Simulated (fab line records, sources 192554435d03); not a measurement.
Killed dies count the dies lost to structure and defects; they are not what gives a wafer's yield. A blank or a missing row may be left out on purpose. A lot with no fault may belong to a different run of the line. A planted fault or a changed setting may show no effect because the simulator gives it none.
What tool caused it? || flow n5-finfet || 12 lots (36 wafers sampled), 1 step of a 1938-step route

== WHAT THE GAUGES READ, wafer by wafer ==
N5_BEOL_M7_INSPECT_13: inspects for defects (brightfield).
{"lot": "L075", "measured": "day 9 01:08", "on": "defect-inspect-02", "raw-defect-count": "365 361 393"}
{"lot": "L078", "measured": "day 9 16:11", "on": "defect-inspect-02", "raw-defect-count": "459 458 285"}
{"lot": "L079", "measured": "day 9 22:54", "on": "defect-inspect-02", "raw-defect-count": "380 422 389"}
{"lot": "L081", "measured": "day 10 05:48", "on": "defect-inspect-01", "raw-defect-count": "484 420 483"}
{"lot": "L083", "measured": "day 11 02:41", "on": "defect-inspect-01", "raw-defect-count": "430 504 563"}
{"lot": "L085", "measured": "day 11 11:22", "on": "defect-inspect-01", "raw-defect-count": "487 396 363"}
{"lot": "L087", "measured": "day 12 02:52", "on": "defect-inspect-02", "raw-defect-count": "493 352 284"}
{"lot": "L088", "measured": "day 12 14:59", "on": "defect-inspect-01", "raw-defect-count": "499 512 516"}
{"lot": "L091", "measured": "day 12 22:25", "on": "defect-inspect-01", "raw-defect-count": "457 481 366"}
{"lot": "L092", "measured": "day 13 14:23", "on": "defect-inspect-02", "raw-defect-count": "295 337 296"}
{"lot": "L094", "measured": "day 14 02:47", "on": "defect-inspect-02", "raw-defect-count": "380 302 524"}
{"lot": "L097", "measured": "day 14 22:27", "on": "defect-inspect-02", "raw-defect-count": "343 390 321"}

== WHAT TOOL EACH LOT RAN ON (gives the tool, then ch and the chambers of the sampled wafers, and finally the start) ==
The record shows no process step preceding these readings.

== THE ANSWER, worked out from the rows above alone ==
Rule: usual is defined by the lots themselves. Put in order of their means at a reading, lots are off if they are a third of the lots or fewer, leave a main group of 4 or more, and stand apart from it by a gap of 3 or more times the standard deviation of the main group's means; of several such gaps the widest counts. Not used: any main group whose means are identical at the precision the tables above print for the reading. A lot without any number at a reading at which 4 lots or more have one is off too. The other lots that the step has rows for count as sound.
No lot is off on any of the readings shown, so nothing can be concluded from this.

== WHAT THE SIMULATOR HAD PUT IN ==
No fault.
